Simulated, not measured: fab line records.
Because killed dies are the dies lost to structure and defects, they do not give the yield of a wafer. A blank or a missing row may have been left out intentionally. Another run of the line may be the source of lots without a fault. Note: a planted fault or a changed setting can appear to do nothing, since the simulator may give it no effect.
fab line records -- flow n5Finfet
record lots=7, wafers=21
route steps=1938 shown BEOL_M8@1377 BEOL_M10@1475 BEOL_M11@1543 BEOL_M12@1649 BEOL_M13@1662
startH: hours from the record's first day to the start of the lot's first wafer shown -- waitH: hours elapsed since this lot's preceding step -- " identical to the entry in the row above -- L1.1+2: a row that stands for several wafers -- - no value, or no start given -- * or withheld: withheld -- < > ~ a bound
route shown NAME@n: NAME is a module with steps in the file, n the number in the route of the first one -- usual: average and standard deviation across the fault-free wafers -- same: alike in all rows -- chamber/n: place in a boat -- sites: the reading at each site -- _std_site: standard deviation of those values -- _edge_site: mean of outer sites minus mean of inner sites -- radiusMm: for every site, how far away it sits from the centre of the wafer -- mask NAME#n: copy n -- behind: the last tool/chamber to shape the wafer -- hold: cause of the lot's hold/its duration in hours/its outcome -- device: the transistor (n, p or np) that didn't switch -- end of line: tests of these same wafers at the route's end -- where a step has no rows: the recipe by itself -- killed: not the wafer's yield, but the dies lost to structure and defects at the first sort -- map: per-die view of a wafer (x killed, . not killed, _ where there is no die)
set.NAME: the setting as run; set.NAME@STEP: as run at that earlier step -- model.NAME: the simulator's own value behind a step, which no gauge read
one table per step and one row per wafer, for lots whose settings were changed on purpose
## steps
# step N5_BEOL_M8_TRENCH_ETCH_37
# recipe chemistry=C4F6/O2, targetDepthA=934.78, target=SiCOH_lowk, timeS=31.2, ionEnergyEv=250, pressureMtorr=30, sourceW=345, biasW=185, Ar_flow_sccm=300, C4F6_flow_sccm=10, O2_flow_sccm=10
# usual rfVppV=667/6.3
lot.wafer,tool,chamber,startH,waitH,set.sourceW,rfVppV,model.etch.depthNm,model.BEOL_M8.featureDepthNm
L078.1,rieDiel-06,3,-,-,365.1,643,95.47,95.4
L078.3,rieDiel-06,1,-,-,365.1,649,95.08,95
L078.5,rieDiel-06,0,-,-,345,656,92.08,92
L081.1,rieDiel-06,0,-,-,345,656,92.3,92.2
L081.2,rieDiel-06,2,-,-,361.5,645,95.59,95.6
L081.5,rieDiel-06,2,-,-,345,661,93.79,93.8
L088.3,rieDiel-04,1,-,-,345,668,92.95,93
L088.5,rieDiel-04,2,-,-,345,671,93.58,93.6
L088.6,rieDiel-04,3,-,-,345,669,94.23,94.2
L093.3,rieDiel-04,2,-,-,345,671,94.37,94.4
L093.5,rieDiel-04,0,-,-,345,679,93.12,93.2
L093.6,rieDiel-04,1,-,-,389.8,628,97.85,97.8
L094.1,rieDiel-04,0,-,-,345,682,93.37,93.4
L094.2,rieDiel-04,1,-,-,345,669,94.07,94
L094.6,rieDiel-04,0,-,-,345,682,93.05,93
L096.1,rieDiel-04,1,-,-,345,667,93.06,93
L096.2,rieDiel-04,2,-,-,345,670,94.56,94.6
L096.6,rieDiel-04,3,-,-,345,669,95.08,95
L097.1,rieDiel-05,1,-,-,387.9,636,96.29,96.2
L097.2,rieDiel-05,2,-,-,345,665,92.89,92.8
L097.5,rieDiel-05,2,-,-,345,663,92.61,92.6
# step N5_BEOL_M8_ETCH_41
# recipe chemistry=CH3F/O2, target=SiCN, targetDepthA=319, taperDeg=2, timeS=57.8, ionEnergyEv=120, maskMaterial=TiN, pressureMtorr=30, sourceW=395, biasW=75, Ar_flow_sccm=150, CH3F_flow_sccm=30, O2_flow_sccm=20
# step N5_BEOL_M8_STRIP_80
# recipe chemistry=N2/H2, timeS=10, powerW=450, tempC=40, pressureMtorr=20, rfFrequencyHz=6e+07, biasPowerW=7, n2FlowSccm=200, h2FlowSccm=200
# step N5_BEOL_M8_OCD_MEAS_38
# usual trenchDepthNm=93.5/1
lot.wafer,tool,chamber,startH,waitH,set.sourceW@BEOL_M8_TRENCH_ETCH_37,trenchDepthNm
L078.1,ocd-01,-,224.37,-,365.1,95.6
L078.3,ocd-01,-,224.37,-,365.1,94.9
L078.5,ocd-01,-,224.37,-,345,92.0
L081.1,ocd-02,-,249.81,-,345,91.8
L081.2,ocd-02,-,249.81,-,361.5,95.5
L081.5,ocd-02,-,249.81,-,345,93.6
L088.3,ocd-02,-,285.23,-,345,93.4
L088.5,ocd-02,-,285.23,-,345,93.7
L088.6,ocd-02,-,285.23,-,345,94.2
L093.3,ocd-02,-,309.35,-,345,94.1
L093.5,ocd-02,-,309.35,-,345,93.9
L093.6,ocd-02,-,309.35,-,389.8,97.6
L094.1,ocd-02,-,336.31,-,345,92.9
L094.2,ocd-02,-,336.31,-,345,94.0
L094.6,ocd-02,-,336.31,-,345,93.2
L096.1,ocd-02,-,342.40,-,345,93.1
L096.2,ocd-02,-,342.40,-,345,94.5
L096.6,ocd-02,-,342.40,-,345,94.7
L097.1,ocd-02,-,349.07,-,387.9,96.7
L097.2,ocd-02,-,349.07,-,345,92.9
L097.5,ocd-02,-,349.07,-,345,92.9
# step N5_BEOL_M10_COAT_59
# recipe resist=SOC, tempC=250, timeS=60, spinRpm=1500, resistThkNm=100
lot.wafer,tool,chamber,startH,waitH,set.spinRpm,model.SOC_of_BEOL_M10_COAT_59.thkNm
L078.1+3,lithoTrack-04,0,239.10,0.1,1500,100
L078.5,lithoTrack-04,0,239.10,0.1,1500,100.2
L081.1,lithoTrack-03,0,264.83,0.1,1500,100.4
L081.2,lithoTrack-03,0,264.83,0.1,1375,104.6
L081.5,lithoTrack-03,0,264.83,0.1,1375,104.2
L088.3,lithoTrack-03,0,299.83,0.1,1500,99.6
L088.5+6,lithoTrack-03,0,299.83,0.1,1500,100
L093.3,lithoTrack-04,0,326.44,0.1,1626,95.8
L093.5,lithoTrack-04,0,326.44,0.1,1500,99.6
L093.6,lithoTrack-04,0,326.44,0.1,1500,99.4
L094.1,lithoTrack-03,0,347.57,0.1,1500,100
L094.2,lithoTrack-03,0,347.57,0.1,1351,105.4
L094.6,lithoTrack-03,0,347.57,0.1,1351,105.6
L096.1+2,lithoTrack-03,0,355.82,0.1,1500,100
L096.6,lithoTrack-03,0,355.82,0.1,1664,95
L097.1,lithoTrack-03,0,361.12,0.1,1457,101.6
L097.2,lithoTrack-03,0,361.12,0.1,1500,100.2
L097.5,lithoTrack-03,0,361.12,0.1,1457,101.4
# step N5_BEOL_M10_COAT_60
# recipe resist=SiARC, tempC=220, timeS=60, spinRpm=1500, resistThkNm=30
# step N5_BEOL_M10_COAT_05
# recipe resist=CAR-ArF, spinRpm=1500, resistThkNm=90
# step N5_BEOL_M10_DESCUM_16
# recipe chemistry=O2, timeS=7.9, sourcePowerW=50, biasPowerW=20, pressureMtorr=20, rfFrequencyHz=2.712e+07, tempC=40, resist=CAR-ArF, o2FlowSccm=225
# step N5_BEOL_M10_ETCH_61
# recipe chemistry=CF4, target=SiARC, targetDepthA=390, maskMaterial=CAR-ArF, timeS=65, ionEnergyEv=80, pressureMtorr=40, sourceW=545, biasW=36, Ar_flow_sccm=100, cf4FlowSccm=100, ends=cleared
# step N5_BEOL_M10_ETCH_62
# recipe chemistry=N2/H2, target=SOC, targetDepthA=1100, overetchA=220, maskMaterial=SiARC, tempC=40, timeS=165, ionEnergyEv=200, pressureMtorr=30, sourceW=840, biasW=150, n2FlowSccm=200, h2FlowSccm=200
lot.wafer,tool,chamber,startH,waitH,set.spinRpm@BEOL_M10_COAT_59,model.etch.depthNm
L078.1,rieDiel-05,0,240.02,0.0,1500,99.95
L078.3,rieDiel-05,2,240.02,0.0,1500,99.99
L078.5,rieDiel-05,0,240.02,0.0,1500,100.1
L081.1,rieDiel-05,0,265.78,0.0,1500,100.3
L081.2,rieDiel-05,2,265.78,0.0,1375,104.7
L081.5,rieDiel-05,3,265.78,0.0,1375,104.2
L088.3,rieDiel-04,3,301.11,0.0,1500,99.65
L088.5,rieDiel-04,0,301.11,0.0,1500,100
L088.6,rieDiel-04,3,301.11,0.0,1500,99.98
L093.3,rieDiel-05,3,326.98,0.0,1626,95.72
L093.5,rieDiel-05,3,326.98,0.0,1500,99.62
L093.6,rieDiel-05,2,326.98,0.0,1500,99.5
L094.1,rieDiel-05,3,347.99,0.0,1500,100.1
L094.2,rieDiel-05,2,347.99,0.0,1351,105.5
L094.6,rieDiel-05,3,347.99,0.0,1351,105.6
L096.1,rieDiel-06,1,356.82,0.0,1500,100
L096.2,rieDiel-06,0,356.82,0.0,1500,100.1
L096.6,rieDiel-06,2,356.82,0.0,1664,95
L097.1,rieDiel-06,0,361.73,0.0,1457,101.6
L097.2,rieDiel-06,3,361.73,0.0,1500,100.1
L097.5,rieDiel-06,0,361.73,0.0,1457,101.4
# step N5_BEOL_M10_STRIP_68
# recipe chemistry=N2/H2, tempC=40, n2FlowSccm=200, h2FlowSccm=200, rfFrequencyHz=6e+07
# step N5_BEOL_M10_STRIP_67
# recipe chemistry=CF4, resist=SiARC, powerW=300, biasPowerW=75, pressureMtorr=50, cf4FlowSccm=150, rfFrequencyHz=6e+07
# step N5_BEOL_M10_HM_OPEN_17
# recipe chemistry=Cl2/BCl3, targetDepthA=200, overetchA=60, target=TiN, maskMaterial=SOC, ionEnergyEv=150, pressureMtorr=10, icpW=1000, biasW=126, Cl2_flow_sccm=53.25, bcl3FlowSccm=21.75, Ar_flow_sccm=25
lot.wafer,tool,chamber,startH,waitH,set.spinRpm@BEOL_M10_COAT_59,model.SOC_of_BEOL_M10_COAT_59.thkNm
L078.1+3,rieMetal-01,1,240.20,0.0,1500,92
L078.5,rieMetal-01,0,240.20,0.0,1500,92.2
L081.1,rieMetal-03,1,265.96,0.0,1500,92.4
L081.2,rieMetal-03,1,265.96,0.0,1375,96.6
L081.5,rieMetal-03,1,265.96,0.0,1375,96.2
L088.3,rieMetal-01,1,301.33,0.1,1500,91.6
L088.5+6,rieMetal-01,"1,0",301.33,0.1,1500,92
L093.3,rieMetal-03,0,327.20,0.1,1626,88
L093.5,rieMetal-03,0,327.20,0.1,1500,91.8
L093.6,rieMetal-03,1,327.20,0.1,1500,91.6
L094.1,rieMetal-01,0,348.18,0.0,1500,92
L094.2,rieMetal-01,1,348.18,0.0,1351,97.4
L094.6,rieMetal-01,1,348.18,0.0,1351,97.6
L096.1,rieMetal-03,1,357.00,0.0,1500,92
L096.2,rieMetal-03,0,357.00,0.0,1500,92.2
L096.6,rieMetal-03,1,357.00,0.0,1664,87
L097.1+5,rieMetal-01,"0,1",361.92,0.0,1457,93.6
L097.2,rieMetal-01,1,361.92,0.0,1500,92.2
# step N5_BEOL_M10_TRENCH_ETCH_37
# recipe chemistry=C4F6/O2, targetDepthA=1488.3, target=SiCOH_lowk, timeS=48, ionEnergyEv=250, pressureMtorr=30, sourceW=345, biasW=185, Ar_flow_sccm=300, C4F6_flow_sccm=10, O2_flow_sccm=10
lot.wafer,tool,chamber,startH,waitH,set.timeS,model.etch.depthNm,model.BEOL_M10.featureDepthNm,model.TiN_of_BEOL_M10_HM_DEP_02.thkNm
L078.1,rieDiel-06,0,-,-,48,147.8,147.8,16.2
L078.3,rieDiel-06,1,-,-,48,148.8,148.8,16
L078.5,rieDiel-06,2,-,-,48,148.7,148.6,16
L081.1,rieDiel-06,2,-,-,40.7,127.3,127.2,16.6
L081.2,rieDiel-06,3,-,-,40.7,128.8,128.8,16.6
L081.5,rieDiel-06,3,-,-,48,152.8,152.8,15.8
L088.3,rieDiel-05,3,-,-,48,149.3,149.2,15.8
L088.5,rieDiel-05,2,-,-,48,150.1,150.2,15.8
L088.6,rieDiel-05,1,-,-,48,147,147,15.8
L093.3,rieDiel-05,2,-,-,48,147.7,147.6,15.8
L093.5,rieDiel-05,3,-,-,48,147.7,147.8,16
L093.6,rieDiel-05,2,-,-,48,149,149,16
L094.1,rieDiel-06,2,-,-,48,147.7,147.6,16
L094.2,rieDiel-06,3,-,-,54.19,171.7,171.6,15.2
L094.6,rieDiel-06,2,-,-,48,147.2,147.2,16.2
L096.1,rieDiel-04,2,-,-,48,147.6,147.6,15.8
L096.2,rieDiel-04,0,-,-,48,147.2,147.2,16
L096.6,rieDiel-04,1,-,-,48,147.5,147.6,16
L097.1,rieDiel-05,1,-,-,56.86,175.3,175.4,15.4
L097.2,rieDiel-05,2,-,-,56.86,176.2,176.2,15.2
L097.5,rieDiel-05,1,-,-,48,148.3,148.4,15.8
# step N5_BEOL_M10_ETCH_41
# recipe chemistry=CH3F/O2, target=SiCN, targetDepthA=426, taperDeg=2, timeS=86, ionEnergyEv=120, maskMaterial=TiN, pressureMtorr=30, sourceW=395, biasW=75, Ar_flow_sccm=150, CH3F_flow_sccm=30, O2_flow_sccm=20
# usual rfVppV=298.0/1.5
lot.wafer,tool,chamber,startH,waitH,set.sourceW,rfVppV,model.etch.depthNm
L078.1,rieDiel-06,0,-,-,450.4,284.0,33.4
L078.3,rieDiel-06,1,-,-,450.4,287.1,33.84
L078.5,rieDiel-06,2,-,-,395,295.8,32.36
L081.1,rieDiel-06,2,-,-,344.7,308.6,31.09
L081.2,rieDiel-06,3,-,-,395,298.2,33.39
L081.5,rieDiel-06,3,-,-,395,299.5,33.68
L088.3,rieDiel-05,3,-,-,395,295.9,32.93
L088.5,rieDiel-05,2,-,-,395,298.5,32.86
L088.6,rieDiel-05,1,-,-,395,298.0,32.61
L093.3,rieDiel-05,2,-,-,339.9,313.1,30.72
L093.5,rieDiel-05,3,-,-,395,296.2,32.35
L093.6,rieDiel-05,2,-,-,339.9,312.5,30.67
L094.1,rieDiel-06,2,-,-,395,296.0,32.07
L094.2,rieDiel-06,3,-,-,395,298.9,33.14
L094.6,rieDiel-06,2,-,-,395,295.8,32.29
L096.1,rieDiel-04,2,-,-,362.5,307.4,31.47
L096.2,rieDiel-04,0,-,-,395,296.6,32.19
L096.6,rieDiel-04,1,-,-,362.5,304.9,31.45
L097.1,rieDiel-05,1,-,-,376,304.0,31.9
L097.2,rieDiel-05,2,-,-,395,299.1,32.35
L097.5,rieDiel-05,1,-,-,395,297.2,32.13
# step N5_BEOL_M10_STRIP_77
# recipe chemistry=N2/H2, timeS=10, powerW=450, tempC=40, pressureMtorr=20, rfFrequencyHz=6e+07, biasPowerW=7, n2FlowSccm=200, h2FlowSccm=200
# step N5_BEOL_M10_OCD_MEAS_38
# usual trenchDepthNm=148.8/1.6
lot.wafer,tool,chamber,startH,waitH,set.timeS@BEOL_M10_TRENCH_ETCH_37,trenchDepthNm
L078.1,ocd-02,-,242.26,-,48,147.5
L078.3,ocd-02,-,242.26,-,48,149.1
L078.5,ocd-02,-,242.26,-,48,148.8
L081.1,ocd-02,-,267.69,-,40.7,127.3
L081.2,ocd-02,-,267.69,-,40.7,128.9
L081.5,ocd-02,-,267.69,-,48,152.4
L088.3,ocd-02,-,303.26,-,48,149.5
L088.5,ocd-02,-,303.26,-,48,149.6
L088.6,ocd-02,-,303.26,-,48,147.1
L093.3,ocd-01,-,330.95,-,48,147.9
L093.5,ocd-01,-,330.95,-,48,147.6
L093.6,ocd-01,-,330.95,-,48,149.0
L094.1,ocd-02,-,349.57,-,48,147.9
L094.2,ocd-02,-,349.57,-,54.19,171.6
L094.6,ocd-02,-,349.57,-,48,147.2
L096.1,ocd-01,-,358.71,-,48,147.5
L096.2,ocd-01,-,358.71,-,48,147.4
L096.6,ocd-01,-,358.71,-,48,148.1
L097.1,ocd-01,-,363.40,-,56.86,175.9
L097.2,ocd-01,-,363.40,-,56.86,176.7
L097.5,ocd-01,-,363.40,-,48,148.6
# step N5_BEOL_M10_HM_STRIP_39
# recipe chemistry=peroxideTinStrip, material=TiN, targetDepthA=250, tempC=50, timeS=158
# step N5_BEOL_M10_SRD_40
# recipe timeS=30, tempC=23, rinseLiquid=diw, dry=ipaMarangoni
# step N5_BEOL_M10_ECD_50
# recipe material=Cu, targetThkA=3180
# step N5_BEOL_M10_ANNEAL_51
# recipe tempC=225, timeS=90, ambient=N2
# step N5_BEOL_M10_CMP_52
# recipe stopOn=SiCOH_lowk, tOverpolishS=7, downForcePsi=1, platenRpm=50, clearingPlatenDownForcePsi=1.5, clearingPlatenRpm=50, postCmpClean=cuAlkaline, targetThkNm=140, clearingPlatenPadVelocityMS=0.99484, padVelocityMS=0.99484
lot.wafer,tool,chamber,startH,waitH,set.timeS@BEOL_M10_TRENCH_ETCH_37,model.Cu_of_BEOL_M10_ECD_50.thkNm
L078.1+5,cmp-03,"0,1",244.52,0.3,48,139.6
L078.3,cmp-03,1,244.52,0.3,48,140.2
L081.2,cmp-01,3,270.98,0.2,40.7,120.4
L081.1,cmp-01,2,270.98,0.2,40.7,118.8
L081.5,cmp-01,0,270.98,0.2,48,143
L088.3,cmp-03,0,305.30,0.2,48,140.4
L088.5,cmp-03,3,305.30,0.2,48,141.6
L088.6,cmp-03,0,305.30,0.2,48,138.2
L093.3,cmp-01,2,333.99,0.2,48,139
L093.5,cmp-01,1,333.99,0.2,48,139.2
L093.6,cmp-01,2,333.99,0.2,48,140.2
L094.1,cmp-03,1,353.14,0.3,48,138.6
L094.2,cmp-03,0,353.14,0.3,54.19,162.4
L094.6,cmp-03,2,353.14,0.3,48,136.8
L096.1,cmp-03,0,360.93,0.3,48,138.2
L096.2,cmp-03,2,360.93,0.3,48,139.8
L096.6,cmp-03,3,360.93,0.3,48,137.6
L097.2,cmp-01,1,365.76,0.2,56.86,167
L097.1,cmp-01,0,365.76,0.2,56.86,165.2
L097.5,cmp-01,1,365.76,0.2,48,141
# step N5_BEOL_M10_THK_MEAS_53
# recipe thkMeasGauge=xrf, reads=Cu_of_BEOL_M10_ECD_50
# usual M10_THK=141.1/1.8
lot.wafer,tool,chamber,startH,waitH,set.timeS@BEOL_M10_TRENCH_ETCH_37,M10_THK[nm]
L078.1,filmMetro-02,-,244.82,-,48,141.9
L078.3,filmMetro-02,-,244.82,-,48,142.5
L078.5,filmMetro-02,-,244.82,-,48,141.4
L081.1,filmMetro-02,-,271.28,-,40.7,119.6
L081.2,filmMetro-02,-,271.28,-,40.7,121.5
L081.5,filmMetro-02,-,271.28,-,48,144.6
L088.3,filmMetro-01,-,305.56,-,48,140.8
L088.5,filmMetro-01,-,305.56,-,48,142.1
L088.6,filmMetro-01,-,305.56,-,48,138.6
L093.3,filmMetro-02,-,334.25,-,48,139.8
L093.5,filmMetro-02,-,334.25,-,48,140.8
L093.6,filmMetro-02,-,334.25,-,48,141.1
L094.1,filmMetro-01,-,353.44,-,48,140.1
L094.2,filmMetro-01,-,353.44,-,54.19,163.4
L094.6,filmMetro-01,-,353.44,-,48,137.7
L096.1,filmMetro-01,-,361.18,-,48,140.0
L096.2,filmMetro-01,-,361.18,-,48,141.4
L096.6,filmMetro-01,-,361.18,-,48,139.0
L097.1,filmMetro-02,-,366.05,-,56.86,167.5
L097.2,filmMetro-02,-,366.05,-,56.86,168.9
L097.5,filmMetro-02,-,366.05,-,48,143.3
# step N5_BEOL_M10_PRE_CLEAN_55
# recipe gas=NH3, timeS=15, tempC=withheld, rfPowerW=300
# step N5_BEOL_M10_DEP_56
# recipe material=SiCN, targetThkA=150, tempC=withheld, precursor=3MS/NH3, pressureTorr=3, rfW=202, timeS=26.5
# step N5_BEOL_M10_RS_MEAS_57
# recipe thkMeasGauge=four-point-probe, reads=Cu_of_BEOL_M10_ECD_50+Co_of_BEOL_M10_CVD_75+TaN_of_BEOL_M10_ALD_74
# usual M10_RS=0.1511/0.0021
lot.wafer,tool,chamber,startH,waitH,set.timeS@BEOL_M10_TRENCH_ETCH_37,M10_RS[ohm/sq]
L078.1,filmMetro-01,-,244.95,0.1,48,0.1517
L078.3,filmMetro-01,-,244.95,0.1,48,0.1507
L078.5,filmMetro-01,-,244.95,0.1,48,0.1513
L081.1,filmMetro-02,-,271.41,0.1,40.7,0.1813
L081.2,filmMetro-02,-,271.41,0.1,40.7,0.1781
L081.5,filmMetro-02,-,271.41,0.1,48,0.1476
L088.3,filmMetro-01,-,305.70,0.1,48,0.1503
L088.5,filmMetro-01,-,305.70,0.1,48,0.1488
L088.6,filmMetro-01,-,305.70,0.1,48,0.1534
L093.3,filmMetro-01,-,334.39,0.1,48,0.1520
L093.5,filmMetro-01,-,334.39,0.1,48,0.1522
L093.6,filmMetro-01,-,334.39,0.1,48,0.1505
L094.1,filmMetro-01,-,353.57,0.1,48,0.1530
L094.2,filmMetro-01,-,353.57,0.1,54.19,0.1286
L094.6,filmMetro-01,-,353.57,0.1,48,0.1547
L096.1,filmMetro-01,-,361.32,0.1,48,0.1530
L096.2,filmMetro-01,-,361.32,0.1,48,0.1512
L096.6,filmMetro-01,-,361.32,0.1,48,0.1538
L097.1,filmMetro-02,-,366.19,0.1,56.86,0.1259
L097.2,filmMetro-02,-,366.19,0.1,56.86,0.1246
L097.5,filmMetro-02,-,366.19,0.1,48,0.1501
# step N5_BEOL_M11_COAT_05
# recipe resist=CAR-ArF, spinRpm=1500, resistThkNm=90
lot.wafer,tool,chamber,startH,waitH,set.spinRpm,model.CAR-ArF_of_BEOL_M11_COAT_05.thkNm
L078.1,lithoTrack-05,0,-,-,1654,85.2
L078.3+5,lithoTrack-05,0,-,-,1500,89.8
L081.1+5,lithoTrack-02,0,-,-,1647,86
L081.2,lithoTrack-02,0,-,-,1500,90.4
L088.3,lithoTrack-02,0,-,-,1500,90
L088.5+6,lithoTrack-02,0,-,-,1500,89.8
L093.3,lithoTrack-02,0,-,-,1500,90.4
L093.5,lithoTrack-02,0,-,-,1559,88.6
L093.6,lithoTrack-02,0,-,-,1559,88.2
L094.1,lithoTrack-01,0,-,-,1500,89.4
L094.2,lithoTrack-01,0,-,-,1500,89.6
L094.6,lithoTrack-01,0,-,-,1637,85.8
L096.1,lithoTrack-02,0,-,-,1650,86
L096.2,lithoTrack-02,0,-,-,1500,90.4
L096.6,lithoTrack-02,0,-,-,1650,86.2
L097.1+5,lithoTrack-05,0,-,-,1430,92.2
L097.2,lithoTrack-05,0,-,-,1500,90.2
# step N5_BEOL_M12_SPUTTER_44
# recipe material=Ta, targetThkA=100, tempC=50, biasV=80, powerW=15000, chamberPressurePa=0.07, timeS=16.13
lot.wafer,tool,chamber,startH,waitH,set.timeS,model.Ta_of_BEOL_M12_SPUTTER_44.thkNm
L078.1+5,pvdSputter-03,-,259.91,0.0,16.13,10
L078.3,pvdSputter-03,-,259.91,0.0,18.02,11
L081.1+2+5,pvdSputter-01,-,284.14,0.0,16.13,10.2
L088.3+6,pvdSputter-01,-,318.33,0.0,16.13,9.8
L088.5,pvdSputter-01,-,318.33,0.0,16.13,10
L093.3+5+6,pvdSputter-02,-,344.74,0.0,16.13,10.2
L094.1+6,pvdSputter-02,-,366.09,0.0,16.13,10
L094.2,pvdSputter-02,-,366.09,0.0,17.82,11.2
L096.1,pvdSputter-02,-,375.61,0.0,17.8,11.2
L096.2,pvdSputter-02,-,375.61,0.0,17.8,11
L096.6,pvdSputter-02,-,375.61,0.0,16.13,10
L097.1+2+5,pvdSputter-02,-,380.13,0.0,16.13,9.8
# step N5_BEOL_M13_COAT_04
# recipe spinRpm=1625, resistThkNm=400
lot.wafer,tool,chamber,startH,waitH,set.spinRpm,model.coat_of_BEOL_M13_COAT_04.thkNm
L078.1,lithoTrack-03,0,-,-,1625,400.6
L078.3,lithoTrack-03,0,-,-,1565,407.4
L078.5,lithoTrack-03,0,-,-,1565,408.2
L081.1,lithoTrack-03,0,-,-,1805,379.4
L081.2+5,lithoTrack-03,0,-,-,1625,399
L088.3,lithoTrack-02,0,-,-,1625,402
L088.5,lithoTrack-02,0,-,-,1625,399.6
L088.6,lithoTrack-02,0,-,-,1625,401.2
L093.3,lithoTrack-05,0,-,-,1625,400.4
L093.5,lithoTrack-05,0,-,-,1625,400.2
L093.6,lithoTrack-05,0,-,-,1527,414
L094.1,lithoTrack-02,0,-,-,1625,401.4
L094.2,lithoTrack-02,0,-,-,1464,422.4
L094.6,lithoTrack-02,0,-,-,1625,400.6
L096.1,lithoTrack-03,0,-,-,1683,392
L096.2,lithoTrack-03,0,-,-,1683,391.8
L096.6,lithoTrack-03,0,-,-,1625,399.6
L097.1,lithoTrack-02,0,-,-,1780,381.6
L097.2,lithoTrack-02,0,-,-,1625,400.4
L097.5,lithoTrack-02,0,-,-,1780,382.4
## key
split step=N5_BEOL_M8_TRENCH_ETCH_37, setting=sourceW, stated=345, by=wafer
response step=N5_BEOL_M8_TRENCH_ETCH_37, reading=rfVppV, change=-2.83, per=1%, r=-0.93
response step=N5_BEOL_M8_TRENCH_ETCH_37, reading=model.etch.depthNm, change=+0.337, per=1%, r=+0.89
response step=N5_BEOL_M8_TRENCH_ETCH_37, reading=model.BEOL_M8.featureDepthNm, change=+0.333, per=1%, r=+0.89
response step=N5_BEOL_M8_OCD_MEAS_38, reading=trenchDepthNm, change=+0.331, per=1%, r=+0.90
split step=N5_BEOL_M10_COAT_59, setting=spinRpm, stated=1500, by=wafer
response step=N5_BEOL_M10_COAT_59, reading=model.SOC_of_BEOL_M10_COAT_59.thkNm, change=-0.484, per=1%, r=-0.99
response step=N5_BEOL_M10_ETCH_62, reading=model.etch.depthNm, change=-0.491, per=1%, r=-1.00
response step=N5_BEOL_M10_HM_OPEN_17, reading=model.SOC_of_BEOL_M10_COAT_59.thkNm, change=-0.488, per=1%, r=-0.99
split step=N5_BEOL_M10_TRENCH_ETCH_37, setting=timeS, stated=48, by=wafer
response step=N5_BEOL_M10_TRENCH_ETCH_37, reading=model.etch.depthNm, change=+1.62, per=1%, r=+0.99
response step=N5_BEOL_M10_TRENCH_ETCH_37, reading=model.BEOL_M10.featureDepthNm, change=+1.62, per=1%, r=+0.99
response step=N5_BEOL_M10_TRENCH_ETCH_37, reading=model.TiN_of_BEOL_M10_HM_DEP_02.thkNm, change=-0.0447, per=1%, r=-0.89
response step=N5_BEOL_M10_OCD_MEAS_38, reading=trenchDepthNm, change=+1.61, per=1%, r=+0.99
response step=N5_BEOL_M10_CMP_52, reading=model.Cu_of_BEOL_M10_ECD_50.thkNm, change=+1.54, per=1%, r=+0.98
response step=N5_BEOL_M10_THK_MEAS_53, reading=M10_THK, change=+1.55, per=1%, r=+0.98
response step=N5_BEOL_M10_RS_MEAS_57, reading=M10_RS, change=-0.00172, per=1%, r=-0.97
split step=N5_BEOL_M10_ETCH_41, setting=sourceW, stated=395, by=wafer
response step=N5_BEOL_M10_ETCH_41, reading=rfVppV, change=-0.939, per=1%, r=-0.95
response step=N5_BEOL_M10_ETCH_41, reading=model.etch.depthNm, change=+0.123, per=1%, r=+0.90
split step=N5_BEOL_M11_COAT_05, setting=spinRpm, stated=1500, by=wafer
response step=N5_BEOL_M11_COAT_05, reading=model.CAR-ArF_of_BEOL_M11_COAT_05.thkNm, change=-0.437, per=1%, r=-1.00
split step=N5_BEOL_M12_SPUTTER_44, setting=timeS, stated=16.13, by=wafer
response step=N5_BEOL_M12_SPUTTER_44, reading=model.Ta_of_BEOL_M12_SPUTTER_44.thkNm, change=+0.101, per=1%, r=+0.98
split step=N5_BEOL_M13_COAT_04, setting=spinRpm, stated=1625, by=wafer
response step=N5_BEOL_M13_COAT_04, reading=model.coat_of_BEOL_M13_COAT_04.thkNm, change=-1.98, per=1%, r=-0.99
